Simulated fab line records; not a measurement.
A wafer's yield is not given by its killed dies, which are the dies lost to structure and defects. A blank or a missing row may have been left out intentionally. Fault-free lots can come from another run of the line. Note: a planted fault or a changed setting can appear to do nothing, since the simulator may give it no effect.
The tool behind it: which one? | flow n5Finfet | 11 lots, 33 wafers sampled, at 2 steps of a route of 1938

== WHAT THE GAUGES SHOWED, per wafer ==
N5_SDB_OVL_MEAS_12.
lot  | measured    | on         | SDB_OVL (nm)
L355 | day 3 18:14 | overlay-02 | 1.4 0.1 0.1
L357 | day 4 06:35 | overlay-01 | 1.0 1.3 -0.4
L358 | day 4 15:52 | overlay-02 | 0.4 0.1 0.5
L359 | day 4 17:17 | overlay-02 | 0.2 1.0 0.1
L360 | day 5 01:13 | overlay-01 | 1.1 0.7 1.4
L361 | day 5 05:39 | overlay-01 | 0.0 1.2 1.1
L366 | day 6 12:47 | overlay-02 | 0.1 -0.5 -0.4
L373 | day 8 07:01 | overlay-02 | 0.8 0.5 0.3
L374 | day 8 10:25 | overlay-02 | -1.0 -1.1 0.3
L377 | day 9 07:15 | overlay-01 | -0.5 0.0 0.6
L378 | day 9 11:48 | overlay-01 | 0.9 0.6 0.3

== WHAT TOOL EACH LOT RAN ON (gives the tool, then ch and the chambers of the sampled wafers, and finally the start) ==
lot  | N5_SDB_COAT_04
L355 | lithoTrack-02 ch 0, day 3 17:58
L357 | lithoTrack-05 ch 0, day 4 06:11
L358 | lithoTrack-01 ch 0, day 4 15:29
L359 | lithoTrack-02 ch 0, day 4 16:53
L360 | lithoTrack-05 ch 0, day 5 00:56
L361 | lithoTrack-02 ch 0, day 5 05:23
L366 | lithoTrack-01 ch 0, day 6 12:23
L373 | lithoTrack-05 ch 0, day 8 06:37
L374 | lithoTrack-05 ch 0, day 8 10:01
L377 | lithoTrack-01 ch 0, day 9 06:59
L378 | lithoTrack-01 ch 0, day 9 11:25
- N5_SDB_COAT_04: time 60 s, resist thk 18 nm.

== AS READ BY THE TOOLS THEMSELVES (means over the sampled wafers that have a number; for cases with no such wafer, the mark the record gives instead) ==
N5_SDB_COAT_04.
lot  | tool          | runLengthS (s)
L355 | lithoTrack-02 | 66.14
L357 | lithoTrack-05 | 66.42
L358 | lithoTrack-01 | 66.18
L359 | lithoTrack-02 | 66.10
L360 | lithoTrack-05 | 66.34
L361 | lithoTrack-02 | 66.07
L366 | lithoTrack-01 | 67.60
L373 | lithoTrack-05 | 66.46
L374 | lithoTrack-05 | 66.29
L377 | lithoTrack-01 | 66.14
L378 | lithoTrack-01 | 66.17

== THE ANSWER, worked out from the rows above alone ==
Rule: usual is defined by the lots themselves. Put in order of their means at a reading, lots are off if they are a third of the lots or fewer, leave a main group of 4 or more, and stand apart from it by a gap of 3 or more times the standard deviation of the main group's means; of several such gaps the widest counts. The tables above print the reading to a certain number of digits; a main group whose means all agree to those digits is not used. Also off: a lot with no number at a reading for which 4 or more lots have one. The other lots that the step has rows for count as sound. First the gauges in route order, then the tools' own readings, where a lot's mean is used as printed above. At the first step where some lot is off, the reading lying furthest off is the one used; lots without a number count as furthest.
Off: L366, at N5_SDB_COAT_04 (runLengthS). Mean 66.23 s and standard deviation 0.13 in the main group.
A tool fits if, at that step or a process step before it, it ran every lot that is off, and no sound lot after the first of them. Not one of the candidates tried fits.

== WHAT THE SIMULATOR PUT IN ==
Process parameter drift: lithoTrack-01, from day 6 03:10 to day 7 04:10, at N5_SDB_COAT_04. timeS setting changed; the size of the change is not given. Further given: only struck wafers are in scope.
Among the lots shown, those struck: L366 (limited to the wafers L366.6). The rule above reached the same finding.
